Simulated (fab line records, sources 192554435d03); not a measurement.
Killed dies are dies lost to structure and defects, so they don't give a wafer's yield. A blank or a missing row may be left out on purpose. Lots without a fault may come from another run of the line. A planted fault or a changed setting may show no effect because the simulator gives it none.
fab line records | flow n5_finfet
record lots=7 wafers=21 last_day=18
route steps=1938 shown SD_ACTIVATION@331 ILD0@335 BEOL_M4@1111 PASSIVATION@1936
lots that met no fault: from a run of the same line without faults
start_h: hours from the record's first day to the start of the lot's first wafer shown | wait_h: hours since the lot's step before | " the same as in the row above | L1.1+2: a row that stands for several wafers | - no value, or no start given | * or withheld: withheld | < > ~ a bound
route shown NAME@n: a module of which the file shows steps, and the number in the route of the first | usual: mean/standard deviation of fault-free wafers | same: alike in all rows | chamber/n: place in a boat | sites: the reading at each site | _std_site: their standard deviation | _edge_site: outer sites' mean less inner sites' | radius_mm: how far each site lies from the wafer's centre | mask NAME#n: copy n | behind: the tool/chamber that last shaped the wafer | hold: why the lot was held/for how many hours/how that ended | device: the transistor (n, p or np) that didn't switch | end of line: the same wafers' tests at the end of the route | a step without rows: its recipe alone | killed: dies lost to structure and defects at the first sort, not the wafer's yield | map: a wafer's dies, x killed, . not, _ none there
set.NAME: the setting as run; set.NAME@STEP: as run at that earlier step | model.NAME: the simulator's own value behind a step, which no gauge read
lots at some steps of the route; a table a step, a row a wafer
services: from which hour (start_h, from the record's first day; less than 0 if before it) a tool's chamber was out of use, for how many hours, and why
## steps
# step N5_SD_ACTIVATION_LSA_01
# recipe temp_c=1080 time_s=0.0008 ambient=N2
# usual wafer_temp_C_max=1085.7/1.4
# columns lot.wafer tool chamber start_h wait_h wafer_temp_C_max
L793.2 laser_anneal-01 0 73.16 0.2 1086.7
L793.3 " 0 " " 1084.4
L793.5 " 0 " " 1085.5
L804.2 laser_anneal-01 0 129.06 0.2 1085.2
L804.4 " 0 " " 1085.7
L804.6 " 0 " " 1084.9
L805.2 laser_anneal-02 0 137.20 0.2 1086.2
L805.4 " 0 " " 1088.2
L805.5 " 0 " " 1085.8
L806.1 laser_anneal-01 0 141.81 0.2 1084.0
L806.3 " 0 " " 1084.8
L806.6 " 0 " " 1083.8
L813.2 laser_anneal-01 0 185.25 0.2 1085.3
L813.3 " 0 " " 1085.6
L813.6 " 0 " " 1084.9
L814.3 laser_anneal-02 0 191.97 0.2 1086.1
L814.4 " 0 " " 1085.5
L814.6 " 0 " " 1087.5
L815.1 laser_anneal-01 0 198.06 0.2 1084.8
L815.4 " 0 " " 1084.2
L815.6 " 0 " " 1086.5
# step N5_SD_ACTIVATION_RS_MEAS_03
# recipe thk_meas_gauge=four-point-probe
# usual RS_SD_N=21.87/0.26 RS_SD_P=56.0/0.84
# columns lot.wafer tool chamber start_h wait_h RS_SD_N[ohm/sq] RS_SD_P[ohm/sq]
L793.2 film_metro-01 - 73.35 0.2 21.92 56.4
L793.3 " - " " 21.94 55.3
L793.5 " - " " 21.86 55.8
L804.2 film_metro-01 - 129.25 0.2 21.57 55.6
L804.4 " - " " 21.43 56.1
L804.6 " - " " 21.33 55.8
L805.2 film_metro-01 - 137.39 0.2 21.84 54.6
L805.4 " - " " 21.56 54.3
L805.5 " - " " 21.92 54.8
L806.1 film_metro-01 - 142.03 0.2 21.87 56.7
L806.3 " - " " 21.94 55.6
L806.6 " - " " 21.68 55.3
L813.2 film_metro-01 - 185.45 0.2 22.14 56.5
L813.3 " - " " 21.88 56.5
L813.6 " - " " 21.89 56.0
L814.3 film_metro-02 - 192.15 0.2 21.85 55.9
L814.4 " - " " 22.25 56.3
L814.6 " - " " 21.98 56.5
L815.1 film_metro-02 - 198.27 0.2 21.83 57.2
L815.4 " - " " 22.05 57.3
L815.6 " - " " 21.79 56.8
# step N5_SD_ACTIVATION_INSPECT_02
# recipe inspect_instrument=darkfield mode=post_anneal
# usual raw_defect_count=180/37
# columns lot.wafer tool chamber start_h wait_h raw_defect_count
L793.2 defect_inspect-02 - 73.65 0.1 158
L793.3 " - " " 150
L793.5 " - " " 214
L804.2 defect_inspect-02 - 129.56 0.1 214
L804.4 " - " " 182
L804.6 " - " " 153
L805.2 defect_inspect-02 - 137.69 0.1 173
L805.4 " - " " 186
L805.5 " - " " 189
L806.1 defect_inspect-01 - 142.36 0.2 204
L806.3 " - " " 221
L806.6 " - " " 185
L813.2 defect_inspect-02 - 185.75 0.1 181
L813.3 " - " " 156
L813.6 " - " " 147
L814.3 defect_inspect-01 - 192.44 0.1 172
L814.4 " - " " 173
L814.6 " - " " 173
L815.1 defect_inspect-01 - 198.59 0.2 168
L815.4 " - " " 172
L815.6 " - " " 175
# step N5_ILD0_LINER_00
# recipe material=SiNx target_thk_a=40 temp_c=400 ald_precursor_family=SiH2I2 ald_co_reactant=N2/H2-plasma pulse_time_s=1 purge_time_s=2 co_reactant_purge_time_s=2 ald_cycles=80 pressure_torr=2
# usual heater_power_w=880/67 precursor_pulse_height_rel=1.000/0.024
# columns lot.wafer tool chamber start_h wait_h heater_power_w precursor_pulse_height_rel
L793.2 ald_sin-04 1 73.69 0.0 762 0.979
L793.3 " 0 " " 939 0.986
L793.5 " 2 " " 879 0.993
L804.2 ald_sin-04 1 129.89 0.3 768 1.029
L804.4 " 0 " " 936 1.020
L804.6 " 1 " " 774 1.026
L805.2 ald_sin-01 1 137.83 0.1 769 1.064
L805.4 " 0 " " 877 0.993
L805.5 " 3 " " 955 1.013
L806.1 ald_sin-01 2 142.40 0.0 861 0.986
L806.3 " 0 " " 875 0.987
L806.6 " 2 " " 867 0.967
L813.2 ald_sin-03 0 185.85 0.1 966 0.973
L813.3 " 1 " " 801 1.018
L813.6 " 3 " " 944 1.017
L814.3 ald_sin-03 0 192.47 0.0 954 0.997
L814.4 " 3 " " 950 0.979
L814.6 " 0 " " 952 0.978
L815.1 ald_sin-03 1 198.69 0.1 797 0.984
L815.4 " 3 " " 950 0.969
L815.6 " 1 " " 788 0.999
# step N5_ILD0_FCVD_FILL_01
# recipe material=SiO2_flowable target_thk_a=2000 temp_c=100 pressure_torr=0.8 rf_w=2000 time_s=328.3
# step N5_ILD0_CURE_02
# recipe temp_c=450 time_s=1800 ambient=steam idle_temp_c=400 ramp_up_c_per_min=5 ramp_down_c_per_min=3 densification_p_h2o_torr=640
# step N5_ILD0_CMP_03
# recipe stop_on=SiNx t_overpolish_s=1.9 post_cmp_clean=alkaline_brush down_force_psi=4.1491 platen_rpm=51.796 pad_velocity_m_s=1.0306 target_thk_nm=197.38
# usual motor_current_A=12.1/1.5 overpolish_run_s=1.900/0.0092 time_to_endpoint_s=70/3.2
# columns lot.wafer tool chamber start_h wait_h motor_current_A overpolish_run_s time_to_endpoint_s
L793.3 cmp-02 3 76.09 0.1 10.9 1.898 73
L793.2 " 0 " " 12.0 1.900 74
L793.5 " 2 " " 11.6 1.912 72
L804.2 cmp-04 0 132.26 0.0 15.0 1.903 69
L804.4 " 3 " " 13.9 1.904 66
L804.6 " 0 " " 13.7 1.919 68
L805.2 cmp-02 2 140.24 0.1 11.3 1.905 68
L805.4 " 0 " " 12.2 1.897 70
L805.5 " 1 " " 10.1 1.900 69
L806.3 cmp-01 0 144.80 0.1 11.8 1.900 74
L806.1 " 2 " " 14.2 1.895 74
L806.6 " 3 " " 13.5 1.909 70
L813.2 cmp-01 2 188.21 0.0 14.5 1.912 66
L813.3 " 3 " " 13.2 1.879 63
L813.6 " 3 " " 13.4 1.891 64
L814.3 cmp-02 2 195.20 0.0 11.5 1.902 62
L814.4 " 1 " " 10.5 1.890 71
L814.6 " 3 " " 10.5 1.890 69
L815.1 cmp-01 2 201.13 0.1 14.6 1.890 69
L815.4 " 3 " " 13.2 1.913 62
L815.6 " 0 " " 11.3 1.903 64
# step N5_ILD0_THK_MEAS_04
# usual thk_nm=197.2/1.1
# columns lot.wafer tool chamber start_h wait_h thk_nm
L793.2 film_metro-01 - 76.35 - 198.1
L793.3 " - " " 197.8
L793.5 " - " " 195.7
L804.2 film_metro-01 - 132.56 - 200.9
L804.4 " - " " 196.9
L804.6 " - " " 200.0
L805.2 film_metro-02 - 140.50 - 197.1
L805.4 " - " " 196.4
L805.5 " - " " 198.2
L806.1 film_metro-02 - 145.06 - 199.0
L806.3 " - " " 198.4
L806.6 " - " " 197.1
L813.2 film_metro-02 - 188.51 - 197.4
L813.3 " - " " 195.6
L813.6 " - " " 196.3
L814.3 film_metro-01 - 195.49 - 196.3
L814.4 " - " " 198.3
L814.6 " - " " 197.6
L815.1 film_metro-01 - 201.35 - 195.5
L815.4 " - " " 195.7
L815.6 " - " " 197.4
# step N5_ILD0_CMP_07
# recipe stop_on=poly-Si material=SiO2_flowable t_overpolish_s=1.18 post_cmp_clean=alkaline_brush down_force_psi=4.1491 platen_rpm=51.796 pad_velocity_m_s=1.0306 target_thk_nm=138.88
# usual motor_current_A=12.2/1.4
# columns lot.wafer tool chamber start_h wait_h motor_current_A
L793.3 cmp-02 1 76.38 0.0 10.6
L793.2 " 0 " " 11.9
L793.5 " 2 " " 10.8
L804.2 cmp-02 1 132.63 0.1 10.0
L804.4 " 2 " " 11.1
L804.6 " 1 " " 10.7
L805.4 cmp-01 3 140.52 0.0 13.0
L805.2 " 2 " " 14.8
L805.5 " 3 " " 13.6
L806.3 cmp-02 1 145.09 0.0 10.3
L806.1 " 3 " " 10.9
L806.6 " 1 " " 10.7
L813.2 cmp-04 0 188.54 0.0 14.6
L813.3 " 1 " " 12.5
L813.6 " 0 " " 14.9
L814.3 cmp-04 2 195.56 0.1 12.1
L814.4 " 3 " " 14.0
L814.6 " 1 " " 12.7
L815.4 cmp-02 1 201.38 0.0 10.6
L815.1 " 3 " " 10.3
L815.6 " 1 " " 11.1
# step N5_ILD0_THK_MEAS_08
# usual thk_nm=138.7/0.97
# columns lot.wafer tool chamber start_h wait_h thk_nm
L793.2 film_metro-01 - 76.67 - 137.6
L793.3 " - " " 138.2
L793.5 " - " " 137.7
L804.2 film_metro-02 - 132.89 - 139.5
L804.4 " - " " 138.1
L804.6 " - " " 139.6
L805.2 film_metro-02 - 140.82 - 139.9
L805.4 " - " " 137.8
L805.5 " - " " 139.4
L806.1 film_metro-01 - 145.38 - 140.5
L806.3 " - " " 139.2
L806.6 " - " " 140.5
L813.2 film_metro-02 - 188.83 - 138.8
L813.3 " - " " 138.6
L813.6 " - " " 140.5
L814.3 film_metro-02 - 195.82 - 138.5
L814.4 " - " " 139.2
L814.6 " - " " 140.7
L815.1 film_metro-02 - 201.67 - 136.9
L815.4 " - " " 139.3
L815.6 " - " " 139.3
# step N5_ILD0_PRECLEAN_10
# recipe chemistry=NF3:NH3 afs_cycles=5 time_s=20 temp_c=30 sublimation_temp_c=180 sublimation_time_s=60 pressure_torr=3 rf_power_w=30
# step N5_ILD0_ALD_15
# recipe material=SiNx target_thk_a=240 temp_c=400 ald_precursor_family=SiH2I2 ald_co_reactant=N2/H2-plasma pulse_time_s=1 ald_cycles=480 purge_time_s=2 co_reactant_purge_time_s=2 pressure_torr=2
# usual ald_cycles=480/0 chamber_pressure_Torr=2.001/0.0042 heater_power_w=884/69 precursor_pulse_height_rel=1.000/0.02
# columns lot.wafer tool chamber start_h wait_h ald_cycles chamber_pressure_Torr heater_power_w precursor_pulse_height_rel
L793.2 ald_sin-01 2 77.39 0.5 480 1.993 919 0.995
L793.3 " 0 " " 480 2.003 892 0.981
L793.5 " 2 78.48 1.2 480 2.009 903 1.007
L804.2 ald_sin-01 1 133.60 0.5 - - - -
L804.4 " 3 " " - - - -
L804.6 " 3 134.69 1.1 - - - -
L805.2 ald_sin-04 3 141.54 0.5 - - - -
L805.4 " 0 " " - - - -
L805.5 " 2 142.62 1.2 - - - -
L806.1 ald_sin-01 1 146.34 0.8 - - - -
L806.3 " 3 " " - - - -
L806.6 " 3 147.43 1.3 - - - -
L813.2 ald_sin-03 2 189.55 0.5 480 2.004 874 1.019
L813.3 " 0 " " 480 2.006 993 1.010
L813.6 " 0 190.63 1.1 480 2.003 967 0.975
L814.3 ald_sin-01 0 196.53 0.4 480 2.005 897 0.972
L814.4 " 3 197.62 1.3 480 2.003 960 1.015
L814.6 " 0 " " 480 1.999 883 0.992
L815.1 ald_sin-04 0 202.65 0.8 480 2.008 946 0.991
L815.4 " 3 " " 480 2.000 854 0.985
L815.6 " 0 203.74 1.4 480 2.002 951 0.982
# step N5_ILD0_CMP_12
# recipe stop_on=poly-Si material=SiNx t_overpolish_s=6 post_cmp_clean=alkaline_brush down_force_psi=2.5 platen_rpm=51.8 pad_velocity_m_s=1.0307 target_thk_nm=17.67
# usual motor_current_A=9.1/1.1 overpolish_run_s=6.001/0.0086 time_to_endpoint_s=27.9/2.2
# columns lot.wafer tool chamber start_h wait_h motor_current_A overpolish_run_s time_to_endpoint_s model.SiO2_flowable_of_ILD0_FCVD_FILL_01.thk_nm
L793.2 cmp-01 0 79.59 1.1 8.0 6.006 28.0 119
L793.3 " 3 " " 9.8 5.983 26.3 119.4
L793.5 " 1 " " 10.0 5.991 26.9 119.2
L804.4 cmp-02 2 135.80 1.1 8.3 - - 16.2
L804.2 " 0 " " 8.6 - - 18.2
L804.6 " 3 " " 8.1 - - 17
L805.4 cmp-02 2 143.74 1.1 8.4 - - 15.6
L805.2 " 1 " " 7.9 - - 17.8
L805.5 " 3 " " 7.7 - - 17.4
L806.3 cmp-02 1 148.54 1.1 7.9 - - 17.6
L806.1 " 2 " " 8.2 - - 16
L806.6 " 2 " " 8.3 - - 15.8
L813.2 cmp-02 0 191.82 1.2 8.7 6.005 29.1 120.2
L813.3 " 1 " " 7.7 5.992 32.1 120
L813.6 " 3 " " 7.6 5.999 29.4 121.6
L814.4 cmp-04 2 198.77 0.1 8.7 6.008 32.3 120.4
L814.3 " 0 " " 11.1 5.992 29.0 120
L814.6 " 1 " " 9.0 6.001 32.1 121.8
L815.4 cmp-02 0 204.90 1.2 9.4 6.008 28.9 120.6
L815.1 " 2 " " 8.2 5.999 27.2 118.6
L815.6 " 3 " " 8.2 5.990 28.6 120.6
# step N5_BEOL_M4_RC_MEAS_101
# usual DIBL_N=36.0/1.8 DIBL_P=36.3/2.4 IOFF_N=0.16/0.035 IOFF_P=0.21/0.036 ION_N=673/13 ION_P=461/7.2 SS_N=71.4/0.6 SS_P=73.2/0.7 VT_N=250/4 VT_P=-250.9/2.9
# columns lot.wafer tool chamber start_h wait_h DIBL_N[mV/V] DIBL_P[mV/V] IOFF_N[nA/um] IOFF_P[nA/um] ION_N[uA/um] ION_P[uA/um] SS_N[mV/dec] SS_P[mV/dec] VT_N[mV] VT_P[mV]
L793.2 prober-02 0 188.40 0.2 37.2 38.8 0.18 0.25 677 467 72.2 74.2 247 -248.4
L793.3 " 0 " " 35.8 37.0 0.16 0.22 670 460 72.6 72.5 250 -253.0
L793.5 " 0 " " 36.7 38.0 0.18 0.24 682 467 72.6 73.1 246 -248.6
L813.2 prober-01 0 316.53 0.2 37.0 35.1 0.16 0.21 658 455 71.8 73.0 250 -250.3
L813.3 " 0 " " 33.7 31.9 0.10 0.16 652 455 70.8 72.6 256 -254.5
L813.6 " 0 " " 34.6 33.9 0.11 0.18 654 457 71.3 73.2 254 -254.1
L815.1 prober-01 0 318.29 0.0 38.7 38.4 0.19 0.24 686 467 72.1 73.6 246 -247.2
L815.4 " 0 " " 39.2 37.3 0.19 0.22 676 459 71.9 74.3 248 -250.4
L815.6 " 0 " " 38.1 37.2 0.17 0.22 672 456 72.2 73.8 247 -249.7
L814.3 prober-02 0 320.03 0.3 35.2 35.6 0.13 0.19 652 459 70.8 73.2 253 -253.7
L814.4 " 0 " " 35.7 35.4 0.13 0.19 677 464 71.1 72.7 252 -252.5
L814.6 " 0 " " 36.8 38.2 0.16 0.23 671 462 71.4 73.4 250 -249.5
# step N5_PASSIVATION_PROBE_49
# usual defect_limited_yield=91.2/1.4 killed_at_M0_to_M3=35/11 killed_at_M4_up=14/5.6 killed_at_contacts=12/5.6 killed_at_front_end=38/11 killed_at_other=4/3.4 killed_dies=103/17 killed_on_rim=13/3.5 killed_open=68/12 killed_short=33/8.8 sort_bin_5_function=5.1/0.89 sort_bin_6_memory=3.3/0.71 sort_n_pass=1077/17 sort_yield_pct=91.2/1.4
# same gross_dies=1180 killed_at_back_side=0 sort_bin_4_leakage[%]=0 sort_bin_8_speed[%]=0
# columns lot.wafer tool chamber start_h wait_h defect_limited_yield[%] killed_at_M0_to_M3 killed_at_M4_up killed_at_contacts killed_at_front_end killed_at_other killed_dies killed_on_rim killed_open killed_short sort_bin_5_function[%] sort_bin_6_memory[%] sort_n_pass sort_yield_pct[%]
L793.2 prober-02 - 293.34 0.1 91.3 37 10 8 47 1 103 21 69 26 5.0 2.9 1077 91.3
L793.3 prober-02 - 293.39 0.1 90.4 33 10 27 36 7 113 17 56 48 5.3 3.0 1067 90.4
L793.5 prober-02 - 293.49 0.2 88.6 45 9 23 53 5 135 21 84 42 5.9 4.2 1045 88.6
L805.2 prober-02 - 353.17 0.1 26.4 33 5 17 808 5 868 52 71 46 70.3 2.9 312 26.4
L805.4 prober-02 - 353.27 0.2 25.9 41 4 19 802 8 874 149 81 29 71.2 2.6 306 25.9
L805.5 prober-02 - 353.32 0.2 26.0 23 9 22 808 11 873 142 66 36 70.8 3.2 307 26.0
L804.2 prober-02 - 357.28 0.1 29.1 46 9 18 763 1 837 148 82 29 66.2 4.5 343 29.1
L804.4 prober-02 - 357.38 0.2 26.9 49 12 21 780 0 862 55 83 48 68.5 3.9 318 26.9
L804.6 prober-02 - 357.48 0.3 26.4 52 17 20 779 1 869 58 94 28 69.5 3.9 311 26.4
L806.1 prober-01 - 358.57 0.0 26.5 54 8 6 794 5 867 151 83 33 69.2 4.2 313 26.5
L806.3 prober-01 - 358.67 0.1 28.0 30 12 9 796 3 850 60 79 28 68.6 3.1 330 28.0
L806.6 prober-01 - 358.82 0.3 25.7 27 16 3 831 0 877 65 90 35 69.7 4.6 303 25.7
L813.2 prober-02 - 425.35 0.1 92.8 40 11 5 26 3 85 16 58 24 4.3 2.5 1095 92.8
L813.3 prober-02 - 425.40 0.1 90.3 41 20 14 34 5 114 12 73 37 6.3 2.9 1066 90.3
L813.6 prober-02 - 425.55 0.3 91.1 37 8 6 49 5 105 13 68 35 5.4 3.2 1075 91.1
# killed by level:class
L793.2 FIN_SAQP:geometric_particle:open=12 STI_FIN_REVEAL:geometric_particle:open=10 MOL_CONTACT_COAG:geometric_particle:open=7 BEOL_M0_SAQP:geometric_particle:short=7 HKMG_FIN:area_etch=7 GATE_CUT:geometric_particle:open=6 BEOL_M0_SAQP:geometric_particle:open=6 BEOL_M2:geometric_particle:open=6
L793.3 MOL_CONTACT_COAG:geometric_particle:open=19 BEOL_M1:geometric_particle:short=12 MOL_CONTACT_COAG:geometric_particle:short=8 GATE_CUT:geometric_particle:short=6 BEOL_M0_SAQP:geometric_particle:short=6 BEOL_M1:geometric_particle:open=5 HKMG_FIN:area_etch=5 STI_FIN_REVEAL:geometric_particle:open=4
L793.5 MOL_CONTACT_COAG:geometric_particle:open=19 BEOL_M0_SAQP:geometric_particle:open=19 BEOL_M0_SAQP:geometric_particle:short=15 FIN_SAQP:geometric_particle:open=11 STI_FIN_REVEAL:geometric_particle:open=11 HKMG_FIN:area_etch=7 GATE_CUT:geometric_particle:short=6 FIN_SAQP:geometric_particle:short=5
L805.2 ILD0:area_ald=751 STI_FIN_REVEAL:geometric_particle:open=17 BEOL_M0_SAQP:geometric_particle:short=15 MOL_CONTACT_COAG:geometric_particle:open=13 GATE_CUT:geometric_particle:short=8 ILD0:geometric_particle:short=6 BEOL_M0_SAQP:geometric_particle:open=6 STI_FIN_REVEAL:geometric_particle:short=5
L805.4 ILD0:area_ald=763 MOL_CONTACT_COAG:geometric_particle:open=16 STI_FIN_REVEAL:geometric_particle:open=12 BEOL_M1:geometric_particle:open=12 BEOL_M2:geometric_particle:open=11 FIN_SAQP:geometric_particle:short=6 MIM_TOP:geometric_particle:open=5 GATE_CUT:geometric_particle:short=4
L805.5 ILD0:area_ald=768 MOL_CONTACT_COAG:geometric_particle:open=18 DUMMY_GATE:geometric_particle:open=9 MIM_TOP_ETCH:geometric_particle:open=6 GATE_CUT:geometric_particle:short=5 STARTING-WAFER:geometric_particle:short=5 BEOL_M2:geometric_particle:open=5 FIN_SAQP:geometric_particle:short=4
L804.2 ILD0:area_ald=724 MOL_CONTACT_COAG:geometric_particle:open=14 FIN_SAQP:geometric_particle:open=13 BEOL_M3:geometric_particle:open=12 BEOL_M0_SAQP:geometric_particle:open=10 BEOL_M2:geometric_particle:open=7 BEOL_M1:geometric_particle:open=6 FIN_SAQP:geometric_particle:short=4
L804.4 ILD0:area_ald=730 MOL_CONTACT_COAG:geometric_particle:open=17 FIN_SAQP:geometric_particle:short=13 BEOL_M0_SAQP:geometric_particle:open=13 BEOL_M0_SAQP:geometric_particle:short=11 STI_FIN_REVEAL:geometric_particle:open=10 BEOL_M3:geometric_particle:open=10 FIN_SAQP:geometric_particle:open=9
L804.6 ILD0:area_ald=746 MOL_CONTACT_COAG:geometric_particle:open=19 BEOL_M3:geometric_particle:open=13 STI_FIN_REVEAL:geometric_particle:open=10 BEOL_M1:geometric_particle:open=10 FIN_SAQP:geometric_particle:open=8 BEOL_M0_SAQP:geometric_particle:short=7 BEOL_M2:geometric_particle:open=7
L806.1 ILD0:area_ald=748 STI_FIN_REVEAL:geometric_particle:open=29 BEOL_M3:geometric_particle:open=13 BEOL_M0_SAQP:geometric_particle:open=12 BEOL_M0_SAQP:geometric_particle:short=10 BEOL_M1:geometric_particle:open=5 GATE_CUT:geometric_particle:short=4 BEOL_M3:geometric_particle:short=4
L806.3 ILD0:area_ald=743 STI_FIN_REVEAL:geometric_particle:open=31 BEOL_M3:geometric_particle:open=11 MOL_CONTACT_COAG:geometric_particle:open=6 BEOL_M1:geometric_particle:open=6 BEOL_M6:geometric_particle:open=6 STI_FIN_REVEAL:geometric_particle:short=5 BEOL_M0_SAQP:geometric_particle:open=5
L806.6 ILD0:area_ald=751 STI_FIN_REVEAL:geometric_particle:open=41 STI_FIN_REVEAL:geometric_particle:short=13 BEOL_M4:geometric_particle:open=11 FIN_SAQP:geometric_particle:open=6 BEOL_M3:geometric_particle:open=6 BEOL_M0_SAQP:geometric_particle:short=5 BEOL_M2:geometric_particle:open=5
L813.2 BEOL_M0_SAQP:geometric_particle:open=13 BEOL_M1:geometric_particle:open=9 BEOL_M0_SAQP:geometric_particle:short=8 BEOL_M2:geometric_particle:open=7 BEOL_M4:geometric_particle:open=7 FIN_SAQP:geometric_particle:short=5 FIN_SAQP:geometric_particle:open=3 STI_FIN_REVEAL:geometric_particle:open=3
L813.3 BEOL_M2:geometric_particle:open=13 MOL_CONTACT_COAG:geometric_particle:open=12 BEOL_M0_SAQP:geometric_particle:short=11 FIN_SAQP:geometric_particle:open=8 BEOL_M3:geometric_particle:open=7 BEOL_M4:geometric_particle:open=6 FIN_SAQP:geometric_particle:short=5 STI_FIN_REVEAL:geometric_particle:open=5
L813.6 FIN_SAQP:geometric_particle:short=11 FIN_SAQP:geometric_particle:open=8 BEOL_M0_SAQP:geometric_particle:short=7 BEOL_M2:geometric_particle:open=7 BEOL_M3:geometric_particle:open=7 BEOL_M4:geometric_particle:open=6 ILD0:geometric_particle:short=6 MOL_CONTACT_COAG:geometric_particle:open=6
# map L804.6 (x killed, . not)
_________________xxxx..xxxx.x________________
______________xx..xxxx.xxx.xxx.._____________
___________.xx.xxxxxxxxxxxxx.x.x...__________
__________xx....xxxxxxxxxxxxxx..xxx._________
________x.x.xxxxxxxxxxxxxxx.xxxxxxxxxx_______
_______...xxxxxxxx.xxxxx.xxxxxxxx.xxxxx______
______x..xxxxxxxxxxxxxxxxxxx.xxx.xxxxx.x_____
_____xx.xxx.xxxxx.xx.xxxx.xxxxxxxxxxxxx..____
____xxxxxxxxxx.xxxxxxxxxxxxxxxxxxxxxxxxx..___
___..xxxxxxxxx.xxxxxxxxxxxxxxxxxxxxxxxxxxxx__
___x...xxxxxxxxxxxxxxxxxxxxxxxxxxxxxxx.xx.x__
__.xxxxx.xxxxxxxxxxxxxxxxxxxxxxxxxx.xxxxxxx._
__...xxxxxxxxxxxxxxxxxxxxxxxxxxxxxxxxx.xxxx._
_.xxxxx..xxxxxxxxxxxxxxxxxxx.xxxxxxxxxxxxx...
_..x.x.xx.xxxxxxxxxxxxxxxxxxxxxxxx...xxx.x.x.
_.x.xx.xxxxxxxxxxxxxxxxxxxxxxxxxxxxxx...xx...
_....x.xxx.xxxxxxxxxxxxxxxxxxxxxxxxxxxxx.xx.x
_.xxx.xx.xxxxxx.xxxxxxxxx.xxxxxxxxxxxx..x.x..
_..xx...xxx.xxxxxxxxxxxxxxxxxxxx.xx.xxxxx..xx
_x.x.xxxxxx.x.xxxxxxxxxxxxxxxxxxxxxxx..x.x.x.
_..x.x...xxxxxxxxxxxxxxxxxxxxxxxxxxxxxxx..x.x
__.x..x.xx.xxxxxxxxxxxxxxxx.xxxxxxx...x....._
__..xx...xx.xx.xxxxxxxxxxxxxxxxxxxxxxxx.xxx._
___.xxx...x.xxxxxx.xxxxxxxxxx.xxxx.xxxx..xx__
___xxx..xxx.xxxxxxxxxxxxxxxxxxxxxxxxxx.xx.x__
____....x.x.x.x.x.xx.xxxxxxx.xx.xxx.xx.xx.___
_____..xx..xxxxxxxxx.xxxxxxxxxxx.xx.x....____
______....xx.....xxxxx.x.xxxx..x...xx..._____
_______.x.x.....xxxx.xxx.xx.xxxx...x...______
________x.x.x....xxxx.x..x.xxx...x...._______
__________...x..x..x.x.............._________
___________...xxxx.x.xx..xxxx.....x__________
______________..........xx......_____________
_________________...x..x.x..x________________
# map L805.4 (x killed, . not)
_________________xxxxxxxxxxxx________________
______________xxxxxxxxxxxxxxxxxx_____________
___________xxxxxxxxxxxxxxx.xxxxxxxx__________
__________xxxxxxxxxxxxx.xxxxxxxxxxxx_________
________xxxxxxxxxxxxx.xxxxxxxxxxxxx.xx_______
_______xxxxxxxxxxx.xxx.x.xxxx.xxxxxxxxx______
______xxxxxxx.xxx.xxxxx.xxxxxxxx.xxxxxxx_____
_____xxxxxxxx.xxxxxxxx.xx.xxxxxxxxxxxxxxx____
____xxx.x.xxxxxx...xxxx.xx..xxxxx.xxxxxxxx___
___xxxxxxxxxxxx.xxx..xx.xxx.xxxxxxxxxxxxxxx__
___xxxxxxxx.xxxxxx.xx.x...x.x.x..xxxxxxxxxx__
__xxxxx.xxxxxxx.xxx.xx.xxxxx.xxxx.xxxxxxx.xx_
__xxxxxx.xx.x.x..x..x.x.x...xx.xxx..xxxxxxxx_
_xxxxxxxx.xxxx..xx....xxx.xxxxxx..x.xxxxxxxxx
_xxxxxxxxxxx..xx..x...x.x..xxxx....xxx.xxxxxx
_xx.xxxxxxx.xxx.xx.....x....x..xxx..xx..xxxxx
_xxxxx..x.xx.x..xx....x.x....xx.xxxxxxxxxxxxx
_xxxxxxxxxx.xx...x..xx.x.........x..x.xxxxxxx
_xxxxxxxxx.xxxxx.x.x...x.x......x.x.xxxxxxxxx
_xxxxxxxxxxx.x..xxx...........x.x...xxxxxxxxx
_xxxxxxxx.xxxxx.x....xx.x.xx...x....xxxxxxxxx
__xxxxxxxx..x.xxx...x....x...x.x.x.x..xxxxxx_
__xxxxxxxx.xxx.x...x....x....xx...xx.xxxxxxx_
___xxxxxxx.xx.....xxx.......x.x...xx.xxxxxx__
___xxxxxxx...xxx...x..x..x..xx.x..xx.x.xxxx__
____xxxxxxxxx..xxxx.xx....x..x..xxx.xxx.xx___
_____xxxxxxx.x.xxx.x..x..xxxxxxxxxxxxxx.x____
______xxxxxx.xx..xx.x.xx.xx.xxx..xxxxxxx_____
_______xxxxxxxx..x.x.xx.x..x.x.xxx.xxxx______
________xxxxxx..xxx.xxxx.xx.xxxxxxxx.x_______
__________xxxxxxxx.xxxxxxxxxxxxxxxxx_________
___________xxxxxxxxxxxxxxxxxxxxxxxx__________
______________xxxxxxx.xxxxxxxxxx_____________
_________________xxxxxxxxxxxx________________
## services
# columns tool chamber start_h hours kind
ald_sin-01 - 53.59 0.2 repair
laser_anneal-01 - 60.68 2.2 pm
cmp-04 - 64.52 4.0 pm
ald_sin-01 - 86.92 14.0 pm
ald_sin-01 0 86.92 14.0 vent_cycle
ald_sin-01 1 86.92 14.0 vent_cycle
ald_sin-01 2 86.92 14.0 vent_cycle
ald_sin-01 3 86.92 14.0 vent_cycle
cmp-04 - 89.91 2.3 repair
laser_anneal-02 - 92.17 3.4 pm
ald_sin-01 0 100.92 - clean
ald_sin-01 1 100.92 - clean
ald_sin-01 2 100.92 - clean
cmp-02 - 127.72 4.6 pm
cmp-01 - 132.22 4.6 pm
cmp-02 - 136.03 4.0 pm
cmp-02 - 140.03 - consumable_replace:conditioner
cmp-02 - 140.03 - consumable_replace:pad
laser_anneal-01 - 143.86 4.2 pm
cmp-01 - 178.17 4.0 pm
ald_sin-01 - 178.71 0.8 pm
laser_anneal-02 - 180.16 6.8 pm
cmp-01 - 183.39 0.2 repair
ald_sin-01 1 195.26 18.3 repair
## key
first_sign step=N5_ILD0_ALD_15 reading=tool_record direction=missing
effect step=N5_PASSIVATION_PROBE_49 reading=sort_bin_5_function direction=up sigmas=72 usual=5.1 struck=69.3
model_effect step=N5_ILD0_CMP_12 value=SiO2_flowable_of_ILD0_FCVD_FILL_01.thk_nm without=120.6 struck=16.84
more_kills_born_at N5_ILD0_ALD_15@ald_sin-01=4433 N5_ILD0_ALD_15@ald_sin-04=2282
met_at N5_ILD0_ALD_15
struck_wafers L804.2,L804.4,L804.6,L805.2,L805.4,L805.5,L806.1,L806.3,L806.6
later_rows_left_out L804.2,L804.4,L804.6,L805.2,L805.4,L805.5,L806.1,L806.3,L806.6
onset_between 77.39 133.60
fault kind=skipped_step_whole tool=ald_sin-01,ald_sin-04 chamber=- onset_h=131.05 steps=N5_ILD0_ALD_15 scope=struck_lots_only
# later_rows_left_out: the simulator's readings of these wafers behind a module that went badly wrong aren't trusted and aren't shown, but for the sort
